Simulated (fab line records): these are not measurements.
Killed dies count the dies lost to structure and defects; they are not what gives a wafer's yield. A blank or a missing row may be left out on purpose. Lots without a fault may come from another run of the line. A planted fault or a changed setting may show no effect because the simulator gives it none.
A struck lot beside a sound one | flow nand harc | 14 steps out of a route of 1159
Sound: these wafers, L332.3, L332.4, L332.6. Struck: wafer L347.2. (L347.3, L347.5 of the same lot were not struck and are left out.) The cause comes at the end.
For every step that has rows: the tool of each side, followed by ch and its chambers, followed by its first start. Under that, the readings that differ: sound wafers | struck wafers | difference of the means | sigmas: that difference in standard deviations of wafers without a fault.
alike: readings with means less than 2 such deviations apart, plus words and numbers identical on both sides. not compared: withheld readings, readings lacking a value on some wafer, bounds such as >300 that could conceal the same value, and numbers that have no deviation in the record and whose values overlap.
A row with sigmas, a row that says differs or no value, or rows on one side alone: a step with any of these is where the two part. Numbers that don't overlap but have no deviation are shown without sigmas and don't part them. Lack of a reading on every wafer of one side parts them only where that side has two or more wafers.

first, 3 steps without rows for these wafers: NHARC_A_STAIRCASE_TRIM_187 (chemistry O2, time 211.2 s); NHARC_A_STAIRCASE_ETCH_188 (etches the open film in C4F8/O2, target depth 100 nm, time 40.5 s); NHARC_A_STAIRCASE_TRIM_189 (chemistry O2, time 211.2 s).
NHARC_A_STAIRCASE_ETCH_190: etches the open film in C4F8/O2, target depth 100 nm, time 40.5 s.
  sound: rie diel-08 ch 1,2; struck: rie diel-06 ch 0
  alike: chamber pressure mTorr, oes product au, rf vpp V, run length s
  not compared: rf hours counter h
then, 2 steps without rows for these wafers: NHARC_A_STAIRCASE_TRIM_191 (chemistry O2, time 211.2 s); NHARC_A_STAIRCASE_ETCH_192 (etches the open film in C4F8/O2, target depth 100 nm, time 40.5 s).
NHARC_A_STAIRCASE_TRIM_193: chemistry O2, time 211.2 s.
  sound: rie diel-08 ch 1,2,3; struck: rie diel-06 ch 0
  reading            | sound | struck | difference | sigmas
  mfc ar sccm (sccm) | 0 0 0 | 0.028  | +0.028     | +4
  alike: chamber pressure mTorr, drypump motor current A, o2 flow sccm, oes product au, rf vpp V, showerhead plenum p Torr, throttle valve pct
  not compared: rf hours counter h
then, 1 step without rows for these wafers: NHARC_A_STAIRCASE_ETCH_194 (etches the open film in C4F8/O2, target depth 100 nm, time 40.5 s).
NHARC_A_STAIRCASE_TRIM_196: chemistry O2, time 211.2 s.
  sound on rie diel-08 ch 2,3, day 13 03:11; struck on rie diel-06 ch 0, day 16 20:31
  reading            | sound | struck | difference | sigmas
  mfc ar sccm (sccm) | 0 0 0 | 0.028  | +0.028     | +3
  alike: chamber pressure mTorr, drypump motor current A, o2 flow sccm, oes product au, rf vpp V, showerhead plenum p Torr, throttle valve pct
  not compared: rf hours counter h
then, 1 step without rows for these wafers: NHARC_A_STAIRCASE_ETCH_197 (etches the open film in C4F8/O2, target depth 100 nm, time 40.5 s).
NHARC_A_STAIRCASE_TRIM_198: chemistry O2, time 211.2 s.
  sound: rie diel-08 ch 0,2,3; struck: rie diel-06 ch 2
  alike: chamber pressure mTorr, drypump motor current A, mfc ar sccm, o2 flow sccm, oes product au, rf vpp V, showerhead plenum p Torr, throttle valve pct
  not compared: rf hours counter h
NHARC_A_STAIRCASE_ETCH_199: etches the open film in C4F8/O2, target depth 100 nm, time 40.5 s.
  sound on rie diel-08 ch 1,2, day 13 03:40; struck on rie diel-06 ch 1, day 16 20:56
  reading          | sound          | struck | difference | sigmas
  run length s (s) | 61.7 62.1 61.9 | 74.7   | +12.8      | +21
  alike: chamber pressure mTorr, oes product au, rf vpp V
  not compared: rf hours counter h
NHARC_A_STAIRCASE_TRIM_200: chemistry O2, time 211.2 s.
  sound: rie diel-08 ch 0,1; struck: rie diel-06 ch 1
  reading               | sound             | struck | difference | sigmas
  oes product au (a.u.) | 0.995 1.011 1.004 | 0.975  | -0.028     | -3
  alike: chamber pressure mTorr, drypump motor current A, mfc ar sccm, o2 flow sccm, rf vpp V, showerhead plenum p Torr, throttle valve pct
  not compared: rf hours counter h
-- record jumps: 8 days between struck wafers' starts before vs after; left off in module A_STAIRCASE, resumes in module END, first step shown is number 1159 of the route --
NHARC_END_SORT_01:
  sound on prober-02 ch 0, day 22 08:42; struck on prober-01 ch 0, day 24 21:47
  reading         | sound    | struck | difference | sigmas
  killed at array | 22 22 29 | 673    | +649       | +77
  killed dies     | 23 24 33 | 677    | +650       | +72
  killed open     | 2 5 1    | 9      | +6         | +3
  alike: killed at other, killed at periphery, killed short

## WHERE THEY PART
First at NHARC_A_STAIRCASE_TRIM_193; last, within this record, at NHARC_END_SORT_01.

WHY: what the simulator had put in
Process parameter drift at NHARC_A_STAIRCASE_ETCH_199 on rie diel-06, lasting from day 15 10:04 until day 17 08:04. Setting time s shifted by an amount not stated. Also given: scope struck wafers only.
